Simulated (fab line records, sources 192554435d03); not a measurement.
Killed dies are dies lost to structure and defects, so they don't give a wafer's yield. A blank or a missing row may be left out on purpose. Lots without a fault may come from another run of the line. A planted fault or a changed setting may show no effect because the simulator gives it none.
Split-lot experiment | flow n5_finfet | 7 lots, 21 wafers read, on a route of 1938 steps

THE SPLIT
At N5_WELL_APT_PEB_06 (peb time 90 s), the setting peb_time_s was moved away from the recipe's 90 s on 9 of the 21 wafers read, by -21.6% to +10.8%. The other wafers ran this setting at the recipe's value.

FROM THE SPLIT TO THE READING: what the file shows between them, 2 steps
- N5_WELL_APT_DEVELOP_07: develop time 45 s
- N5_WELL_APT_HARDBAKE_12: time 120 s

THE READING
cd_nm, in nm, at N5_WELL_APT_CD_MEAS_08 (target cd 200 nm). Fault-free wafers of this fab line usually give 199.9 nm, standard deviation 1.6 nm.

wafer  | tool, chamber at the split | peb_time_s as run, s | against the recipe | cd_nm, nm | against lot-mates on the recipe
L075.1 | litho_track-01, 0          | 72.92                | -19.0%             | 187.8     | -8.5
L075.3 | litho_track-01, 0          | 90                   | recipe             | 196.3     | -
L075.6 | litho_track-01, 0          | 72.92                | -19.0%             | 189.9     | -6.4
L076.4 | litho_track-01, 0          | 90                   | recipe             | 199.4     | -
L076.5 | litho_track-01, 0          | 95.65                | +6.3%              | 199.3     | -0.6
L076.6 | litho_track-01, 0          | 90                   | recipe             | 200.3     | -
L084.1 | litho_track-02, 0          | 70.52                | -21.6%             | 187.9     | -10.3
L084.2 | litho_track-02, 0          | 70.52                | -21.6%             | 189.5     | -8.7
L084.3 | litho_track-02, 0          | 90                   | recipe             | 198.2     | -
L087.1 | litho_track-02, 0          | 90                   | recipe             | 201.2     | -
L087.2 | litho_track-02, 0          | 84.87                | -5.7%              | 200.8     | -0.4
L087.6 | litho_track-02, 0          | 84.87                | -5.7%              | 198.3     | -2.9
L090.1 | litho_track-02, 0          | 99.75                | +10.8%             | 204.6     | +6.7
L090.3 | litho_track-02, 0          | 90                   | recipe             | 198.7     | -
L090.6 | litho_track-02, 0          | 90                   | recipe             | 197.1     | -
L092.2 | litho_track-01, 0          | 90                   | recipe             | 199.6     | -
L092.3 | litho_track-01, 0          | 90                   | recipe             | 199.9     | -
L092.6 | litho_track-01, 0          | 96.31                | +7.0%              | 201.6     | +1.8
L097.1 | litho_track-05, 0          | 90                   | recipe             | 202.3     | -
L097.5 | litho_track-05, 0          | 90                   | recipe             | 201.7     | -
L097.6 | litho_track-05, 0          | 90                   | recipe             | 199.7     | -

THE FIT
A straight line over all 21 wafers: cd_nm changes by +0.484 nm for each +1% of peb_time_s; r = +0.92; the points scatter about the line by 2 nm.
The same after taking each lot's own level away (the mean of its wafers on the recipe; 21 wafers): +0.41 nm for each +1%; r = +0.95; scatter 1.3 nm.
On that fit, the largest move of peb_time_s shifts the reading by 8.9 nm.
The lots' own levels span 196.30 to 201.23 nm, that is 3.1 times the standard deviation above.
So the lot-to-lot level changes the slope: the two fits differ.
Check: with one of the wafers moved furthest among these (-21.6%) left out of the fit, the line predicts -8.49 nm for it against its lot-mates. It came out at -10.3 nm against them.

THE WHOLE CHAIN: every reading that the file lists as answering this split, in the file's order
step                   | what it does             | reading                                                         | change (the file's fit)               | r (the file's)
N5_WELL_APT_CD_MEAS_08 | target cd 200 nm         | cd_nm                                                           | +0.411 nm for each +1% of the setting | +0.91
N5_WELL_APT_DESCUM_13  | chemistry O2, time 7.9 s | WELL_APT.cd_nm (the simulator's own value, which no gauge read) | +0.417 nm for each +1% of the setting | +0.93

THE FILE'S OWN FIT
cd_nm changes by +0.411 nm for each +1% of peb_time_s, r = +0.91.
